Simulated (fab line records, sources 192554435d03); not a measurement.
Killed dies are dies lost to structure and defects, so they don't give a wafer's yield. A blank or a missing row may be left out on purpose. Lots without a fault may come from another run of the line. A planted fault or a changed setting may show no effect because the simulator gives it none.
One fault seen from 3 desks | flow n5_finfet | each desk has only its own numbers; what lay behind them comes last

THE DEFECT DESK
What the inspections along the route counted, lot by lot: means of the sampled wafers that have a number. A lot is out of limits, marked OUT, if its mean lies more than 4 standard deviations from the usual mean; the brackets give that distance.
Columns: A = raw_defect_count at N5_BEOL_M1_INSPECT_59, usual 67
lot  | first seen here | A
L877 | day 6 09:38     | 73
L878 | day 7 02:08     | 60
L879 | day 7 07:03     | 58
L882 | day 7 17:20     | 596 (+28) OUT
L884 | day 8 11:24     | 1533 (+77) OUT
L887 | day 8 23:53     | 1588 (+80) OUT
L895 | day 11 03:28    | 69
L898 | day 11 13:16    | 62
L899 | day 11 23:22    | 57
This desk's finding: out of limits on L882, L884, L887; first on L882, day 7 17:20 (raw_defect_count at N5_BEOL_M1_INSPECT_59). In limits: L877, L878, L879, L895, L898, L899.

THE METROLOGY DESK
What the gauges read, lot by lot, whatever tool the lot ran on: means of the sampled wafers that have a number. A lot is out of limits, marked OUT, if its mean lies more than 4 standard deviations from the usual mean; the brackets give that distance. Of its 11 readings 7 are shown: the one that was out of limits first, and those that lie furthest out on some lot.
Columns: A = M1_THK at N5_BEOL_M1_THK_MEAS_53, usual 39.9 nm; B = DIBL_N at N5_BEOL_M4_RC_MEAS_101, usual 36.3 mV/V; C = IOFF_N at N5_BEOL_M4_RC_MEAS_101, usual 0.161 nA/um; D = IOFF_P at N5_BEOL_M4_RC_MEAS_101, usual 0.209 nA/um; E = SS_N at N5_BEOL_M4_RC_MEAS_101, usual 71.5 mV/dec; F = VT_N at N5_BEOL_M4_RC_MEAS_101, usual 249.1 mV; G = VT_P at N5_BEOL_M4_RC_MEAS_101, usual -249.9 mV
lot  | first seen here | A               | B    | C     | D     | E    | F     | G
L877 | day 6 09:21     | 41.2            | 35.7 | 0.145 | 0.181 | 71.4 | 248.1 | -253.5
L878 | day 7 01:51     | 40.1            | 36.5 | 0.162 | 0.221 | 71.3 | 247.6 | -249.3
L879 | day 7 06:46     | 39.9            | 37.1 | 0.166 | 0.218 | 71.3 | 249.6 | -248.4
L882 | day 7 17:02     | 79.0 (+26) OUT  | 37.8 | 0.188 | 0.267 | 71.7 | 246.8 | -245.4
L884 | day 8 11:05     | 148.9 (+73) OUT | -    | -     | -     | -    | -     | -
L887 | day 8 23:30     | 161.9 (+81) OUT | -    | -     | -     | -    | -     | -
L895 | day 11 03:10    | 38.9            | 37.7 | 0.183 | 0.230 | 72.0 | 248.8 | -248.5
L898 | day 11 12:56    | 42.9            | 35.4 | 0.130 | 0.209 | 71.5 | 254.5 | -250.7
L899 | day 11 23:05    | 39.4            | 35.9 | 0.170 | 0.225 | 72.1 | 247.9 | -249.7
This desk's finding: out of limits on L882, L884, L887; first on L882, day 7 17:02 (M1_THK at N5_BEOL_M1_THK_MEAS_53). In limits: L877, L878, L879, L895, L898, L899.

THE TOOL OWNER'S DESK: cmp-02
The tool's own readings at N5_BEOL_M1_CMP_52 (polishes, stops on SiOC, t overpolish 6.8 s, target thk 40 nm): means of the sampled wafers that have a number, for each lot that ran on this tool. A lot is out of limits, marked OUT, if its mean lies more than 4 standard deviations from the usual mean; the brackets give that distance.
Columns: A = barrier_field_endpoint_s at N5_BEOL_M1_CMP_52, usual 24.6 s; B = motor_current_A at N5_BEOL_M1_CMP_52, usual 6.3 A; C = overpolish_run_s at N5_BEOL_M1_CMP_52, usual 6.801 s; D = time_to_endpoint_s at N5_BEOL_M1_CMP_52, usual 63.4 s
lot  | first seen here | A              | B   | C                       | D
L877 | day 6 09:04     | 24.6           | 5.7 | 6.793                   | 60.1
L879 | day 7 06:28     | 24.1           | 5.7 | 6.790                   | 61.5
L882 | day 7 16:47     | 30.5 (+11) OUT | 6.1 | 4.547 (-99 or more) OUT | 71.3
L884 | day 8 10:47     | 41.1 (+29) OUT | 6.1 | 0.044 (-99 or more) OUT | 81.4 (+7.5) OUT
L887 | day 8 23:12     | 41.1 (+29) OUT | 5.8 | 0.042 (-99 or more) OUT | 81.4 (+7.5) OUT
L898 | day 11 12:38    | 24.8           | 6.4 | 6.792                   | 65.6
L899 | day 11 22:50    | 25.0           | 6.0 | 6.793                   | 66.1
This desk's finding: out of limits on L882, L884, L887; first on L882, day 7 16:47 (barrier_field_endpoint_s at N5_BEOL_M1_CMP_52). In limits: L877, L879, L898, L899.

PUT TOGETHER
The tool owner's desk could have raised an alarm at day 7 16:47, on L882, L884, L887.
The metrology desk could have raised an alarm at day 7 17:02, on L882, L884, L887.
The defect desk could have raised an alarm at day 7 17:20, on L882, L884, L887.
Of the lots named, all ran N5_BEOL_M1_CMP_52 on cmp-02.

WHAT THE SIMULATOR HAD PUT IN
Process parameter drift: cmp-02, from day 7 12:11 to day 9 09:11, at N5_BEOL_M1_CMP_52. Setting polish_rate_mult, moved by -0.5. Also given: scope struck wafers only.
Lots struck among those shown: L882, L884, L887.
Hours from the fault's start to each desk's first reading out of limits: the tool owner's desk, 5; the metrology desk, 5; the defect desk, 5.
